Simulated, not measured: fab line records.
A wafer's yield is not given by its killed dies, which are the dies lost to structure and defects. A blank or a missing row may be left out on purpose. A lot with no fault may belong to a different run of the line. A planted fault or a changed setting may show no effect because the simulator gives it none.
fab line records	flow n5_finfet
[record] lots = 24	wafers = 72	last_day = 18
route steps=1938 shown BEOL_M6@1240 BEOL_M7@1265
lots that met no fault: from a run of the same line without faults
start_h: the number of hours between the record's first day and the start of the first shown wafer of the lot	wait_h: hours elapsed since this lot's preceding step	" the same as in the row above	L1.1+2: several wafers, shown together as one row	- either no value or no given start	* or withheld: withheld	< > ~ a bound
route shown NAME@n: a module of which the file shows steps, and the number in the route of the first	usual: average and standard deviation across the fault-free wafers	same: alike in all rows	chamber/n: place in a boat	sites: per-site readings	_std_site: standard deviation of those values	_edge_site: mean of outer sites minus mean of inner sites	radius_mm: how far each site lies from the wafer's centre	mask NAME#n: copy n	behind: the most recent tool/chamber to have shaped the wafer	hold: why the lot went on hold/how many hours it stayed there/how the hold came to an end	device: the transistor (n, p or np) that didn't switch	end of line: tests of these same wafers at the route's end	a step given without rows: its recipe and nothing more	killed: at the first sort, the dies lost to defects and structure; wafer yield is something else	map: shows each die of a wafer: x if killed, . if not, _ if none is there
set.NAME: the run value of the setting; set.NAME@STEP: its run value at that earlier step	model.NAME: the simulator's own value behind a step, which no gauge read
route steps across a sampled set of lots; one table per step, one row per wafer
services: from which hour (start_h, from the record's first day; less than 0 if before it) a tool's chamber was out of use, for how many hours, and why
[[steps]]
[step N5_BEOL_M6_ETCH_41]
[recipe] chemistry = CH3F/O2	target = SiCN	target_depth_a = 297	taper_deg = 2	time_s = 52	ion_energy_ev = 120	mask_material = TiN	pressure_mtorr = 30	source_w = 395	bias_w = 75	Ar_flow_sccm = 150	CH3F_flow_sccm = 30	O2_flow_sccm = 20
[usual] drypump_motor_current_A = 5.6/0.43	oes_product_au = 0.77/0.083	rf_vpp_V = 297.3/1.6	showerhead_plenum_p_Torr = 2.00/0.066	throttle_valve_pct = 16.30/0.21
lot.wafer	tool	chamber	start_h	wait_h	drypump_motor_current_A	oes_product_au	rf_hours_counter_h	rf_vpp_V	showerhead_plenum_p_Torr	throttle_valve_pct
L074.3	rie_diel-01	3	-	-	6.6	0.68	214	298.8	2.06	16.09
L074.4	"	2	"	"	5.3	0.83	86	296.5	2.03	16.03
L074.5	"	1	"	"	6.0	0.71	-	294.9	1.93	16.63
L076.2	rie_diel-05	3	-	-	5.2	0.87	57	299.1	1.96	16.17
L076.4	"	0	"	"	5.4	0.68	233	296.0	1.97	16.47
L076.5	"	3	"	"	5.2	0.86	-	295.6	1.96	16.17
L078.1	rie_diel-01	0	-	-	5.2	0.71	230	297.5	2.04	16.44
L078.2	"	1	"	"	6.0	0.70	215	296.0	1.92	16.66
L078.4	"	2	"	"	5.3	0.82	-	296.8	2.03	16.06
L075.3	rie_diel-06	2	-	-	5.9	0.86	80	296.5	1.95	16.31
L075.4	"	1	"	"	5.6	0.94	20	296.2	1.96	16.09
L075.6	"	3	"	"	5.5	0.73	-	300.3	2.09	16.32
L077.4	rie_diel-06	2	-	-	5.8	0.86	83	296.2	1.95	16.32
L077.5	"	0	"	"	5.5	0.76	-	295.2	1.91	16.46
L077.6	"	3	"	"	5.5	0.72	-	298.3	2.09	16.33
L081.2	rie_diel-06	3	-	-	5.5	0.73	188	298.9	2.08	16.33
L081.4	"	2	"	"	5.9	0.86	84	297.1	1.95	16.34
L081.6	"	3	"	"	5.5	0.72	-	298.9	2.08	16.31
L080.2	rie_diel-01	2	-	-	5.3	0.81	99	298.4	2.02	16.08
L080.5	"	3	"	"	6.6	0.66	-	298.3	2.06	16.12
L080.6	"	1	"	"	6.0	0.70	-	294.1	1.92	16.69
L079.1	rie_diel-01	1	-	-	6.0	0.69	226	295.5	1.92	16.67
L079.5	"	3	"	"	6.6	0.67	-	298.3	2.06	16.12
L079.6	"	2	"	"	5.3	0.81	-	296.9	2.02	16.07
L084.1	rie_diel-01	2	-	-	5.3	0.80	111	297.9	2.02	16.09
L084.4	"	0	"	"	5.2	0.70	247	297.6	2.04	16.49
L084.5	"	2	"	"	5.3	0.81	-	297.7	2.02	16.10
L083.1	rie_diel-05	2	-	-	5.1	0.70	209	298.8	2.07	16.42
L083.2	"	1	"	"	5.2	0.81	110	297.6	2.10	16.08
L083.5	"	3	"	"	5.2	0.84	-	294.5	1.95	16.21
L082.2	rie_diel-01	1	-	-	6.0	0.69	234	296.9	1.92	16.70
L082.3	"	3	"	"	6.6	0.66	237	299.8	2.05	16.15
L082.4	"	2	"	"	5.3	0.81	111	297.8	2.02	16.09
L086.3	rie_diel-01	2	-	-	5.3	0.81	113	298.1	2.02	16.10
L086.4	"	0	"	"	5.2	0.69	248	298.8	2.03	16.48
L086.5	"	0	"	"	5.2	0.70	-	299.6	2.03	16.48
L088.1	rie_diel-05	2	-	-	5.1	0.70	212	297.9	2.07	16.43
L088.2	"	1	"	"	5.3	0.81	114	299.4	2.10	16.08
L088.3	"	0	"	"	5.4	0.99	2	296.8	1.96	16.04
L085.2	rie_diel-06	1	-	-	5.6	0.88	43	295.7	1.96	16.15
L085.4	"	2	"	"	5.9	0.83	103	295.8	1.94	16.34
L085.5	"	0	"	"	5.5	0.75	-	296.3	1.91	16.48
L089.4	rie_diel-05	1	-	-	5.3	0.81	115	300.5	2.10	16.09
L089.5	"	2	"	"	5.1	0.70	-	298.2	2.07	16.43
L089.6	"	1	"	"	5.3	0.81	-	298.1	2.10	16.10
L087.2	rie_diel-06	0	-	-	5.5	0.75	180	294.4	1.91	16.50
L087.4	"	1	"	"	5.6	0.88	45	297.2	1.96	16.15
L087.5	"	3	"	"	5.5	0.71	-	299.1	2.08	16.36
L090.2	rie_diel-01	3	-	-	6.6	0.66	248	297.6	2.05	16.16
L090.3	"	1	"	"	6.0	0.69	245	294.9	1.91	16.72
L090.6	"	3	"	"	6.6	0.66	-	297.5	2.05	16.16
L091.1	rie_diel-05	2	-	-	5.1	0.69	218	298.8	2.07	16.44
L091.3	"	3	"	"	5.2	0.82	87	296.3	1.95	16.20
L091.6	"	2	"	"	5.1	0.69	-	297.7	2.07	16.44
L092.1	rie_diel-06	0	-	-	5.5	0.75	194	294.7	1.90	16.49
L092.4	"	1	"	"	5.6	0.87	59	296.1	1.95	16.18
L092.5	"	3	"	"	5.5	0.70	-	298.5	2.07	16.39
L093.2	rie_diel-06	2	-	-	5.9	0.81	118	297.3	1.94	16.39
L093.3	"	0	"	"	5.5	0.73	197	296.3	1.90	16.50
L093.6	"	2	"	"	5.9	0.81	-	295.3	1.94	16.39
L097.2	rie_diel-05	0	-	-	5.4	0.92	21	295.8	1.95	16.08
L097.3	"	3	"	"	5.2	0.81	101	295.6	1.94	16.23
L097.5	"	3	"	"	5.2	0.81	-	297.0	1.94	16.24
L096.1	rie_diel-06	3	-	-	5.5	0.69	228	298.0	2.07	16.40
L096.3	"	2	"	"	5.8	0.81	123	297.7	1.93	16.40
L096.6	"	0	"	"	5.5	0.73	-	294.2	1.90	16.53
L094.1	rie_diel-01	0	-	-	5.2	0.93	14	297.2	2.03	16.04
L094.4	"	1	"	"	6.0	0.67	-	294.5	1.91	16.76
L094.5	"	3	"	"	6.6	0.96	-	297.6	2.04	15.74
L095.1	rie_diel-06	2	-	-	5.8	0.81	130	295.9	1.93	16.42
L095.3	"	1	"	"	5.6	0.84	74	297.3	1.95	16.20
L095.5	"	3	"	"	5.5	0.69	-	298.2	2.07	16.41
[step N5_BEOL_M6_SURFACE_TREAT_79]
[recipe] gas = Ar	time_s = *	ion_energy_ev = *	ion_current_ma_cm2 = 0.5	pressure_mtorr = *	ar_flow_sccm = 30
[usual] throttle_valve_pct = *
lot.wafer	tool	chamber	start_h	wait_h	throttle_valve_pct
L074.3	pvd_sputter-03	-	198.74	0.3	*
L074.4	"	-	"	"	*
L074.5	"	-	"	"	*
L076.2	pvd_sputter-01	-	211.29	0.4	*
L076.4	"	-	"	"	*
L076.5	"	-	"	"	*
L078.1	pvd_sputter-02	-	214.10	0.2	*
L078.2	"	-	"	"	*
L078.4	"	-	"	"	*
L075.3	pvd_sputter-02	-	214.26	0.2	*
L075.4	"	-	"	"	*
L075.6	"	-	"	"	*
L077.4	pvd_sputter-03	-	225.42	0.2	*
L077.5	"	-	"	"	*
L077.6	"	-	"	"	*
L081.2	pvd_sputter-02	-	227.04	0.2	*
L081.4	"	-	"	"	*
L081.6	"	-	"	"	*
L080.2	pvd_sputter-01	-	234.46	0.2	*
L080.5	"	-	"	"	*
L080.6	"	-	"	"	*
L079.1	pvd_sputter-01	-	244.29	0.5	*
L079.5	"	-	"	"	*
L079.6	"	-	"	"	*
L084.1	pvd_sputter-01	-	266.20	0.2	*
L084.4	"	-	"	"	*
L084.5	"	-	"	"	*
L083.1	pvd_sputter-03	-	266.46	0.2	*
L083.2	"	-	"	"	*
L083.5	"	-	"	"	*
L082.2	pvd_sputter-02	-	267.07	0.2	*
L082.3	"	-	"	"	*
L082.4	"	-	"	"	*
L086.3	pvd_sputter-01	-	271.69	1.9	*
L086.4	"	-	"	"	*
L086.5	"	-	"	"	*
L088.1	pvd_sputter-03	-	274.88	0.2	*
L088.2	"	-	"	"	*
L088.3	"	-	"	"	*
L085.2	pvd_sputter-01	-	274.95	0.2	*
L085.4	"	-	"	"	*
L085.5	"	-	"	"	*
L089.4	pvd_sputter-01	-	280.37	0.3	*
L089.5	"	-	"	"	*
L089.6	"	-	"	"	*
L087.2	pvd_sputter-01	-	280.41	0.3	*
L087.4	"	-	"	"	*
L087.5	"	-	"	"	*
L090.2	pvd_sputter-01	-	289.60	0.3	*
L090.3	"	-	"	"	*
L090.6	"	-	"	"	*
L091.1	pvd_sputter-01	-	292.56	0.2	*
L091.3	"	-	"	"	*
L091.6	"	-	"	"	*
L092.1	pvd_sputter-03	-	312.51	0.2	*
L092.4	"	-	"	"	*
L092.5	"	-	"	"	*
L093.2	pvd_sputter-03	-	322.04	0.2	*
L093.3	"	-	"	"	*
L093.6	"	-	"	"	*
L097.2	pvd_sputter-03	-	329.93	0.2	*
L097.3	"	-	"	"	*
L097.5	"	-	"	"	*
L096.1	pvd_sputter-03	-	334.35	0.3	*
L096.3	"	-	"	"	*
L096.6	"	-	"	"	*
L094.1	pvd_sputter-03	-	337.43	0.2	*
L094.4	"	-	"	"	*
L094.5	"	-	"	"	*
L095.1	pvd_sputter-02	-	356.18	0.2	*
L095.3	"	-	"	"	*
L095.5	"	-	"	"	*
[step N5_BEOL_M6_CMP_52]
[recipe] stop_on = SiCOH_lowk	t_overpolish_s = 6.9	down_force_psi = 1	platen_rpm = 50	clearing_platen_down_force_psi = 1.5	clearing_platen_rpm = 50	post_cmp_clean = cu_alkaline	target_thk_nm = 80	clearing_platen_pad_velocity_m_s = 0.99484	pad_velocity_m_s = 0.99484
[usual] barrier_field_endpoint_s = 29.3/0.82	motor_current_A = 5.8/0.58	overpolish_run_s = 6.900/0.0094	pad_life_wafers = 885/620	retaining_ring_pressure_frac = 1.000/0.0051	time_to_endpoint_s = 64/3.6
lot.wafer	tool	chamber	start_h	wait_h	barrier_field_endpoint_s	motor_current_A	overpolish_run_s	pad_life_wafers	retaining_ring_pressure_frac	time_to_endpoint_s
L074.4	cmp-04	1	199.55	0.1	28.1	5.8	6.909	264	0.999	61
L074.3	"	2	"	"	31.1	6.4	6.901	265	0.999	69
L074.5	"	2	"	"	30.9	6.4	6.893	-	1.004	68
L076.2	cmp-04	2	213.45	0.6	30.1	6.2	6.918	415	1.002	72
L076.4	"	3	"	"	29.5	5.8	6.901	416	1.001	68
L076.5	"	1	"	"	27.7	6.0	6.908	-	0.998	57
L078.4	cmp-04	0	214.95	0.1	28.7	6.0	6.907	438	1.000	60
L078.1	"	1	"	"	27.7	5.9	6.915	439	0.985	56
L078.2	"	3	"	"	28.7	6.0	6.904	441	0.999	71
L075.4	cmp-01	0	215.38	0.3	29.7	5.2	6.910	8	1.004	64
L075.3	"	1	"	"	29.1	4.8	6.910	9	0.996	65
L075.6	"	3	"	"	29.1	6.6	6.918	-	1.002	64
L077.4	cmp-02	0	226.36	0.2	29.3	5.6	6.901	1466	0.996	67
L077.6	"	2	"	"	28.5	6.3	6.904	-	0.999	63
L077.5	"	3	"	"	28.8	5.0	6.890	-	1.001	63
L081.2	cmp-02	3	228.39	0.4	27.9	4.8	6.896	1490	0.996	64
L081.4	"	0	"	"	29.6	5.3	6.901	1491	0.997	68
L081.6	"	2	"	"	29.0	6.0	6.908	-	0.998	63
L080.2	cmp-04	1	235.80	0.3	28.5	6.1	6.904	614	0.994	55
L080.5	"	3	"	"	29.8	6.0	6.923	-	0.998	65
L080.6	"	0	"	"	29.5	5.9	6.889	-	0.993	63
L079.1	cmp-01	1	246.97	0.4	28.3	4.9	6.907	321	1.002	61
L079.5	"	2	"	"	28.8	5.7	6.909	-	0.999	64
L079.6	"	3	"	"	28.6	6.4	6.905	-	0.997	58
L084.1	cmp-01	2	267.00	0.3	28.6	5.4	6.897	474	0.996	65
L084.4	"	0	"	"	28.9	5.4	6.914	476	0.997	62
L084.5	"	2	"	"	28.9	5.7	6.909	-	0.989	65
L083.2	cmp-01	2	267.64	0.2	29.3	5.9	6.884	481	1.002	68
L083.1	"	0	"	"	29.3	5.3	6.902	483	0.988	63
L083.5	"	2	"	"	30.6	6.1	6.899	-	1.000	67
L082.2	cmp-02	0	268.74	0.2	30.3	5.3	6.890	1872	1.001	67
L082.4	"	1	"	"	30.5	6.4	6.895	1873	0.997	66
L082.3	"	2	"	"	28.0	6.1	6.902	1874	0.999	62
L086.4	cmp-02	3	272.76	0.2	29.8	4.7	6.908	1903	0.999	64
L086.3	"	1	"	"	29.2	6.4	6.897	1905	1.000	66
L086.5	"	3	"	"	29.2	4.7	6.887	-	0.994	66
L088.3	cmp-01	2	275.70	0.2	29.9	6.2	6.891	540	1.007	64
L088.2	"	3	"	"	28.7	6.7	6.901	541	0.996	60
L088.1	"	0	"	"	29.9	5.4	6.891	542	1.003	60
L085.4	cmp-04	1	275.90	0.1	28.7	6.0	6.900	936	0.996	60
L085.2	"	2	"	"	29.8	6.3	6.899	937	0.999	69
L085.5	"	2	"	"	30.9	6.2	6.903	-	1.005	68
L089.4	cmp-04	2	281.36	0.2	31.3	6.3	6.901	986	0.996	69
L089.5	"	0	"	"	29.6	5.9	6.908	-	1.004	65
L089.6	"	1	"	"	29.2	6.4	6.891	-	1.002	58
L087.4	cmp-02	1	281.56	0.1	29.4	6.4	6.882	1980	0.997	63
L087.2	"	0	"	"	28.8	5.4	6.903	1983	1.004	63
L087.5	"	1	"	"	28.9	6.4	6.894	-	0.995	62
L090.2	cmp-02	1	290.40	0.2	29.6	6.3	6.898	2059	0.996	62
L090.3	"	2	"	"	28.8	6.1	6.884	2060	1.003	58
L090.6	"	1	"	"	29.8	6.7	6.904	-	1.008	61
L091.1	cmp-01	3	293.50	0.3	28.3	6.5	6.886	703	0.998	58
L091.3	"	0	"	"	28.1	5.2	6.898	704	0.996	60
L091.6	"	2	"	"	29.6	6.0	6.912	-	0.998	63
L092.1	cmp-02	3	313.29	0.3	29.4	4.7	6.909	116	0.996	63
L092.4	"	0	"	"	30.2	5.5	6.894	117	1.005	69
L092.5	"	1	"	"	30.0	6.4	6.890	-	1.006	68
L093.2	cmp-02	3	325.34	0.2	28.2	4.6	6.895	210	0.992	63
L093.3	"	2	"	"	28.3	6.2	6.904	213	0.995	63
L093.6	"	0	"	"	29.8	5.3	6.901	-	0.996	65
L097.3	cmp-01	1	330.80	0.2	28.6	4.9	6.904	996	0.994	63
L097.2	"	0	"	"	28.6	5.2	6.910	999	1.000	62
L097.5	"	1	"	"	29.6	5.0	6.904	-	1.001	66
L096.3	cmp-04	2	336.42	0.2	28.8	6.6	6.886	1440	1.006	65
L096.1	"	3	"	"	29.9	5.9	6.889	1441	0.993	67
L096.6	"	2	"	"	30.5	6.3	6.895	-	1.004	66
L094.1	cmp-01	2	338.59	0.3	28.2	5.8	6.900	1051	1.000	66
L094.4	"	0	"	"	28.9	5.3	6.899	1053	0.993	64
L094.5	"	1	"	"	29.6	5.0	6.898	-	1.000	67
L095.3	cmp-02	3	357.30	0.2	29.3	4.5	6.897	469	0.996	67
L095.1	"	0	"	"	31.2	5.3	6.898	470	0.994	73
L095.5	"	3	"	"	30.2	4.8	6.887	-	1.000	65
[step N5_BEOL_M7_THK_MEAS_01]
[recipe] reads = SiCOH_lowk_of_BEOL_M7_ILD_DEP_00
[usual] M7_ILD_THK = 153.8/2.4
lot.wafer	tool	chamber	start_h	wait_h	M7_ILD_THK[nm]
L074.3	film_metro-02	-	200.62	0.3	151.0
L074.4	"	-	"	"	152.1
L074.5	"	-	"	"	154.8
L076.2	film_metro-02	-	214.48	0.4	152.5
L076.4	"	-	"	"	155.3
L076.5	"	-	"	"	154.7
L078.1	film_metro-01	-	216.02	0.4	155.2
L078.2	"	-	"	"	152.4
L078.4	"	-	"	"	153.0
L075.3	film_metro-02	-	216.41	0.3	157.2
L075.4	"	-	"	"	154.3
L075.6	"	-	"	"	155.1
L077.4	film_metro-02	-	227.37	0.2	153.2
L077.5	"	-	"	"	155.6
L077.6	"	-	"	"	151.7
L081.2	film_metro-02	-	229.38	0.4	151.6
L081.4	"	-	"	"	152.1
L081.6	"	-	"	"	154.8
L080.2	film_metro-02	-	236.79	0.4	152.4
L080.5	"	-	"	"	156.8
L080.6	"	-	"	"	153.1
L079.1	film_metro-01	-	247.92	0.4	152.7
L079.5	"	-	"	"	153.7
L079.6	"	-	"	"	153.7
L084.1	film_metro-02	-	268.07	0.4	150.7
L084.4	"	-	"	"	153.9
L084.5	"	-	"	"	153.1
L083.1	film_metro-02	-	268.85	0.4	149.8
L083.2	"	-	"	"	152.6
L083.5	"	-	"	"	156.0
L082.2	film_metro-02	-	269.81	0.4	156.9
L082.3	"	-	"	"	151.7
L082.4	"	-	"	"	157.7
L086.3	film_metro-01	-	273.78	0.3	151.3
L086.4	"	-	"	"	153.9
L086.5	"	-	"	"	155.6
L088.1	film_metro-02	-	276.76	0.4	152.7
L088.2	"	-	"	"	154.8
L088.3	"	-	"	"	152.2
L085.2	film_metro-01	-	276.97	0.4	148.9
L085.4	"	-	"	"	156.1
L085.5	"	-	"	"	151.7
L089.4	film_metro-01	-	282.35	0.2	155.4
L089.5	"	-	"	"	153.4
L089.6	"	-	"	"	155.9
L087.2	film_metro-02	-	283.30	0.7	152.4
L087.4	"	-	"	"	154.7
L087.5	"	-	"	"	159.0
L090.2	film_metro-01	-	291.44	0.4	155.6
L090.3	"	-	"	"	153.2
L090.6	"	-	"	"	153.6
L091.1	film_metro-01	-	295.07	0.8	152.2
L091.3	"	-	"	"	149.9
L091.6	"	-	"	"	156.0
L092.1	film_metro-01	-	314.29	0.4	154.6
L092.4	"	-	"	"	156.5
L092.5	"	-	"	"	156.6
L093.2	film_metro-01	-	326.41	0.4	147.4
L093.3	"	-	"	"	148.8
L093.6	"	-	"	"	154.7
L097.2	film_metro-01	-	331.86	0.4	150.0
L097.3	"	-	"	"	155.4
L097.5	"	-	"	"	153.1
L096.1	film_metro-02	-	337.48	0.4	153.0
L096.3	"	-	"	"	150.7
L096.6	"	-	"	"	152.9
L094.1	film_metro-02	-	339.62	0.4	153.3
L094.4	"	-	"	"	153.9
L094.5	"	-	"	"	153.3
L095.1	film_metro-01	-	358.38	0.4	151.9
L095.3	"	-	"	"	150.9
L095.5	"	-	"	"	153.0
[step N5_BEOL_M7_INSPECT_13]
[recipe] mode = adi	inspect_instrument = brightfield
[usual] raw_defect_count = 396/110
lot.wafer	tool	chamber	start_h	wait_h	raw_defect_count
L074.3	defect_inspect-01	-	203.01	0.0	400
L074.4	"	-	"	"	359
L074.5	"	-	"	"	320
L076.2	defect_inspect-01	-	215.41	0.0	332
L076.4	"	-	"	"	351
L076.5	"	-	"	"	293
L078.1	defect_inspect-01	-	217.49	0.0	336
L078.2	"	-	"	"	294
L078.4	"	-	"	"	293
L075.3	defect_inspect-01	-	217.71	0.0	260
L075.4	"	-	"	"	431
L075.6	"	-	"	"	311
L077.4	defect_inspect-02	-	228.13	0.0	369
L077.5	"	-	"	"	336
L077.6	"	-	"	"	347
L081.2	defect_inspect-02	-	230.73	0.0	474
L081.4	"	-	"	"	503
L081.6	"	-	"	"	320
L080.2	defect_inspect-01	-	238.41	0.0	454
L080.5	"	-	"	"	324
L080.6	"	-	"	"	363
L079.1	defect_inspect-01	-	248.75	0.0	348
L079.5	"	-	"	"	271
L079.6	"	-	"	"	251
L084.1	defect_inspect-02	-	269.02	0.0	283
L084.4	"	-	"	"	240
L084.5	"	-	"	"	257
L083.1	defect_inspect-02	-	269.82	0.0	552
L083.2	"	-	"	"	589
L083.5	"	-	"	"	527
L082.2	defect_inspect-01	-	272.32	0.0	269
L082.3	"	-	"	"	420
L082.4	"	-	"	"	222
L086.3	defect_inspect-02	-	274.88	0.0	400
L086.4	"	-	"	"	516
L086.5	"	-	"	"	419
L088.1	defect_inspect-01	-	277.29	0.0	399
L088.2	"	-	"	"	425
L088.3	"	-	"	"	335
L085.2	defect_inspect-02	-	279.58	0.0	526
L085.4	"	-	"	"	504
L085.5	"	-	"	"	589
L089.4	defect_inspect-01	-	283.73	0.0	323
L089.5	"	-	"	"	327
L089.6	"	-	"	"	360
L087.2	defect_inspect-01	-	284.89	0.0	267
L087.4	"	-	"	"	255
L087.5	"	-	"	"	296
L090.2	defect_inspect-01	-	292.83	0.0	452
L090.3	"	-	"	"	317
L090.6	"	-	"	"	210
L091.1	defect_inspect-01	-	296.74	0.0	336
L091.3	"	-	"	"	236
L091.6	"	-	"	"	408
L092.1	defect_inspect-02	-	316.43	0.0	526
L092.4	"	-	"	"	699
L092.5	"	-	"	"	654
L093.2	defect_inspect-01	-	328.48	0.0	437
L093.3	"	-	"	"	378
L093.6	"	-	"	"	331
L097.2	defect_inspect-02	-	334.28	0.0	533
L097.3	"	-	"	"	734
L097.5	"	-	"	"	680
L096.1	defect_inspect-02	-	340.80	0.0	507
L096.3	"	-	"	"	533
L096.6	"	-	"	"	318
L094.1	defect_inspect-01	-	341.26	0.0	411
L094.4	"	-	"	"	447
L094.5	"	-	"	"	344
L095.1	defect_inspect-02	-	360.12	0.0	420
L095.3	"	-	"	"	406
L095.5	"	-	"	"	339
[step N5_BEOL_M7_INSPECT_30]
[recipe] mode = adi	inspect_instrument = brightfield
[usual] raw_defect_count = 395/100
lot.wafer	tool	chamber	start_h	wait_h	raw_defect_count
L074.3	defect_inspect-01	-	206.35	0.0	408
L074.4	"	-	"	"	374
L074.5	"	-	"	"	319
L076.2	defect_inspect-01	-	216.46	0.0	356
L076.4	"	-	"	"	317
L076.5	"	-	"	"	317
L078.1	defect_inspect-01	-	219.42	0.1	321
L078.2	"	-	"	"	296
L078.4	"	-	"	"	272
L075.3	defect_inspect-01	-	219.60	0.0	264
L075.4	"	-	"	"	422
L075.6	"	-	"	"	324
L077.4	defect_inspect-02	-	229.30	0.0	369
L077.5	"	-	"	"	312
L077.6	"	-	"	"	375
L081.2	defect_inspect-02	-	232.87	0.1	483
L081.4	"	-	"	"	488
L081.6	"	-	"	"	326
L080.2	defect_inspect-01	-	239.45	0.0	461
L080.5	"	-	"	"	367
L080.6	"	-	"	"	350
L079.1	defect_inspect-01	-	249.88	0.1	342
L079.5	"	-	"	"	270
L079.6	"	-	"	"	265
L083.1	defect_inspect-01	-	273.58	0.1	458
L083.2	"	-	"	"	509
L083.5	"	-	"	"	455
L084.1	defect_inspect-02	-	273.75	0.1	291
L084.4	"	-	"	"	222
L084.5	"	-	"	"	277
L082.2	defect_inspect-01	-	273.79	0.0	249
L082.3	"	-	"	"	419
L082.4	"	-	"	"	260
L086.3	defect_inspect-02	-	275.88	0.1	392
L086.4	"	-	"	"	538
L086.5	"	-	"	"	409
L088.1	defect_inspect-01	-	278.56	0.1	393
L088.2	"	-	"	"	424
L088.3	"	-	"	"	338
L085.2	defect_inspect-01	-	280.47	0.0	415
L085.4	"	-	"	"	444
L085.5	"	-	"	"	487
L089.4	defect_inspect-01	-	284.62	0.0	319
L089.5	"	-	"	"	340
L089.6	"	-	"	"	369
L087.2	defect_inspect-01	-	287.49	0.0	257
L087.4	"	-	"	"	266
L087.5	"	-	"	"	309
L090.2	defect_inspect-02	-	293.86	0.0	521
L090.3	"	-	"	"	385
L090.6	"	-	"	"	282
L091.1	defect_inspect-01	-	299.23	0.1	314
L091.3	"	-	"	"	219
L091.6	"	-	"	"	417
L092.1	defect_inspect-02	-	320.18	0.1	528
L092.4	"	-	"	"	664
L092.5	"	-	"	"	683
L093.2	defect_inspect-02	-	329.37	0.0	514
L093.3	"	-	"	"	470
L093.6	"	-	"	"	408
L097.2	defect_inspect-01	-	335.79	0.0	511
L097.3	"	-	"	"	664
L097.5	"	-	"	"	588
L096.1	defect_inspect-02	-	343.42	0.1	513
L096.3	"	-	"	"	493
L096.6	"	-	"	"	303
L094.1	defect_inspect-02	-	343.51	0.1	477
L094.4	"	-	"	"	503
L094.5	"	-	"	"	436
L095.1	defect_inspect-01	-	364.46	0.1	374
L095.3	"	-	"	"	347
L095.5	"	-	"	"	288
[[services]]
tool	chamber	start_h	hours	kind
cmp-04	-	180.86	1.3	repair
cmp-01	-	182.47	3.7	repair
cmp-04	-	191.16	5.8	pm
cmp-02	-	209.96	6.6	pm
cmp-01	-	210.77	4.0	pm
rie_diel-01	2	225.67	2.5	repair
rie_diel-01	0	230.15	3.8	repair
rie_diel-06	0	251.86	12.1	repair
cmp-04	-	261.59	1.2	repair
rie_diel-06	3	267.73	5.6	repair
rie_diel-01	0	273.91	-	clean
rie_diel-01	0	273.91	-	consumable_replace:esc
rie_diel-01	2	274.40	6.1	repair
cmp-02	-	293.71	4.0	pm
rie_diel-06	2	299.66	8.5	repair
pvd_sputter-01	-	302.54	1.3	repair
cmp-02	-	314.48	2.0	repair
cmp-04	-	315.22	1.1	repair
rie_diel-01	2	318.89	28.1	repair
cmp-01	-	322.34	1.7	repair
cmp-04	-	325.38	1.0	repair
pvd_sputter-01	-	331.05	9.3	repair
rie_diel-05	3	331.24	12.5	repair
rie_diel-01	-	353.12	0.2	repair
[[key]]
fault none
